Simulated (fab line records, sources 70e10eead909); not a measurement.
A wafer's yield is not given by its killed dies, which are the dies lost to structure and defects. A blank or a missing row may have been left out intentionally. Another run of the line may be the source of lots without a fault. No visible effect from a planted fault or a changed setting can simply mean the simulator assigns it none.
Matching of chambers / flow nandHarc / 4 sister chambers for NHARC_P_M2_ETCH_35 on rieDiel-03
The step etches the open film in N2/H2, target depth 40 nm, overetch 12 nm, time 43.94 s. 33 wafers are shown with their chamber, then 12 later ones without.

EACH WAFER AND ITS CHAMBER
wafer=L075.1; chamber=2; drypumpMotorCurrentA (A)=6.0; rfVppV (V)=431.3; oesProductAu (a.u.)=1.003
wafer=L075.2; chamber=1; drypumpMotorCurrentA (A)=5.4; rfVppV (V)=428.5; oesProductAu (a.u.)=1.006
wafer=L075.3; chamber=3; drypumpMotorCurrentA (A)=6.9; rfVppV (V)=427.6; oesProductAu (a.u.)=1.002
wafer=L079.2; chamber=3; drypumpMotorCurrentA (A)=6.9; rfVppV (V)=428.0; oesProductAu (a.u.)=0.999
wafer=L079.3; chamber=0; drypumpMotorCurrentA (A)=4.8; rfVppV (V)=426.9; oesProductAu (a.u.)=0.997
wafer=L079.6; chamber=0; drypumpMotorCurrentA (A)=4.8; rfVppV (V)=426.8; oesProductAu (a.u.)=1.006
wafer=L078.3; chamber=2; drypumpMotorCurrentA (A)=6.0; rfVppV (V)=430.4; oesProductAu (a.u.)=0.995
wafer=L078.4; chamber=1; drypumpMotorCurrentA (A)=5.4; rfVppV (V)=430.5; oesProductAu (a.u.)=1.003
wafer=L078.6; chamber=3; drypumpMotorCurrentA (A)=6.9; rfVppV (V)=427.0; oesProductAu (a.u.)=1.009
wafer=L081.3; chamber=1; drypumpMotorCurrentA (A)=5.4; rfVppV (V)=431.2; oesProductAu (a.u.)=0.987
wafer=L081.4; chamber=2; drypumpMotorCurrentA (A)=6.0; rfVppV (V)=431.7; oesProductAu (a.u.)=1.009
wafer=L081.6; chamber=0; drypumpMotorCurrentA (A)=4.8; rfVppV (V)=426.8; oesProductAu (a.u.)=0.987
wafer=L080.2; chamber=0; drypumpMotorCurrentA (A)=4.8; rfVppV (V)=426.5; oesProductAu (a.u.)=1.009
wafer=L080.3; chamber=1; drypumpMotorCurrentA (A)=5.4; rfVppV (V)=431.1; oesProductAu (a.u.)=0.987
wafer=L080.4; chamber=3; drypumpMotorCurrentA (A)=6.8; rfVppV (V)=426.9; oesProductAu (a.u.)=1.000
wafer=L082.1; chamber=0; drypumpMotorCurrentA (A)=4.8; rfVppV (V)=428.0; oesProductAu (a.u.)=0.994
wafer=L082.2; chamber=2; drypumpMotorCurrentA (A)=6.0; rfVppV (V)=432.1; oesProductAu (a.u.)=0.993
wafer=L082.5; chamber=1; drypumpMotorCurrentA (A)=5.4; rfVppV (V)=430.4; oesProductAu (a.u.)=1.003
wafer=L083.1; chamber=2; drypumpMotorCurrentA (A)=6.0; rfVppV (V)=431.0; oesProductAu (a.u.)=0.997
wafer=L083.2; chamber=0; drypumpMotorCurrentA (A)=4.7; rfVppV (V)=426.1; oesProductAu (a.u.)=0.993
wafer=L083.5; chamber=1; drypumpMotorCurrentA (A)=5.4; rfVppV (V)=429.6; oesProductAu (a.u.)=0.995
wafer=L090.1; chamber=1; drypumpMotorCurrentA (A)=5.4; rfVppV (V)=430.1; oesProductAu (a.u.)=0.993
wafer=L090.3; chamber=3; drypumpMotorCurrentA (A)=6.8; rfVppV (V)=428.5; oesProductAu (a.u.)=1.016
wafer=L090.5; chamber=1; drypumpMotorCurrentA (A)=5.4; rfVppV (V)=431.2; oesProductAu (a.u.)=0.998
wafer=L092.1; chamber=2; drypumpMotorCurrentA (A)=6.0; rfVppV (V)=430.0; oesProductAu (a.u.)=0.987
wafer=L092.3; chamber=3; drypumpMotorCurrentA (A)=6.8; rfVppV (V)=428.0; oesProductAu (a.u.)=1.015
wafer=L092.4; chamber=2; drypumpMotorCurrentA (A)=6.0; rfVppV (V)=431.5; oesProductAu (a.u.)=0.983
wafer=L091.4; chamber=2; drypumpMotorCurrentA (A)=6.0; rfVppV (V)=430.5; oesProductAu (a.u.)=1.003
wafer=L091.5; chamber=2; drypumpMotorCurrentA (A)=6.0; rfVppV (V)=429.7; oesProductAu (a.u.)=0.993
wafer=L091.6; chamber=3; drypumpMotorCurrentA (A)=6.8; rfVppV (V)=428.4; oesProductAu (a.u.)=1.028
wafer=L094.1; chamber=3; drypumpMotorCurrentA (A)=6.9; rfVppV (V)=427.0; oesProductAu (a.u.)=1.024
wafer=L094.3; chamber=3; drypumpMotorCurrentA (A)=6.9; rfVppV (V)=428.2; oesProductAu (a.u.)=1.013
wafer=L094.6; chamber=2; drypumpMotorCurrentA (A)=6.0; rfVppV (V)=428.6; oesProductAu (a.u.)=0.988

SIGNATURES, as means of the wafers listed above
reading=drypumpMotorCurrentA; chamber 0=4.783; chamber 1=5.400; chamber 2=6.000; chamber 3=6.856; scatter within a chamber=0.0325
reading=rfVppV; chamber 0=426.850; chamber 1=430.325; chamber 2=430.680; chamber 3=427.733; scatter within a chamber=0.858
reading=oesProductAu; chamber 0=0.99767; chamber 1=0.99650; chamber 2=0.99510; chamber 3=1.01178; scatter within a chamber=0.00863
Rule: for each reading, subtract the chamber's mean from the wafer's reading, divide by that reading's scatter and square the result; add these up over the readings and take the root, which gives the wafer's distance from the chamber. The wafer belongs to the nearest chamber; if the next one is less than 2 further off, it can't be placed. The scatter: take each reading less its chamber's mean, square it, sum over the shown wafers, divide by the number of wafers less the number of chambers, and take the root.

WAFERS WITHOUT THEIR CHAMBER
wafer=L093.1; drypumpMotorCurrentA (A)=6.0; rfVppV (V)=429.3; oesProductAu (a.u.)=0.995
wafer=L093.3; drypumpMotorCurrentA (A)=6.0; rfVppV (V)=432.2; oesProductAu (a.u.)=0.986
wafer=L093.4; drypumpMotorCurrentA (A)=6.8; rfVppV (V)=427.9; oesProductAu (a.u.)=1.014
wafer=L095.3; drypumpMotorCurrentA (A)=4.8; rfVppV (V)=426.8; oesProductAu (a.u.)=0.983
wafer=L095.5; drypumpMotorCurrentA (A)=4.8; rfVppV (V)=426.6; oesProductAu (a.u.)=0.997
wafer=L095.6; drypumpMotorCurrentA (A)=5.4; rfVppV (V)=430.9; oesProductAu (a.u.)=0.998
wafer=L096.1; drypumpMotorCurrentA (A)=5.4; rfVppV (V)=430.1; oesProductAu (a.u.)=1.005
wafer=L096.2; drypumpMotorCurrentA (A)=6.9; rfVppV (V)=427.9; oesProductAu (a.u.)=1.021
wafer=L096.3; drypumpMotorCurrentA (A)=6.0; rfVppV (V)=430.3; oesProductAu (a.u.)=1.002
wafer=L097.1; drypumpMotorCurrentA (A)=6.9; rfVppV (V)=428.6; oesProductAu (a.u.)=1.011
wafer=L097.3; drypumpMotorCurrentA (A)=4.8; rfVppV (V)=426.2; oesProductAu (a.u.)=0.987
wafer=L097.4; drypumpMotorCurrentA (A)=5.4; rfVppV (V)=431.7; oesProductAu (a.u.)=0.987

EACH ONE'S CHAMBER
wafer=L093.1; from the rows above=2; in truth=2
wafer=L093.3; from the rows above=2; in truth=2
wafer=L093.4; from the rows above=3; in truth=3
wafer=L095.3; from the rows above=0; in truth=0
wafer=L095.5; from the rows above=0; in truth=0
wafer=L095.6; from the rows above=1; in truth=1
wafer=L096.1; from the rows above=1; in truth=1
wafer=L096.2; from the rows above=3; in truth=3
wafer=L096.3; from the rows above=2; in truth=2
wafer=L097.1; from the rows above=3; in truth=3
wafer=L097.3; from the rows above=0; in truth=0
wafer=L097.4; from the rows above=1; in truth=1
12 of 12 placed correctly. Left unplaced by these rows: 0. Wrongly placed: 0.
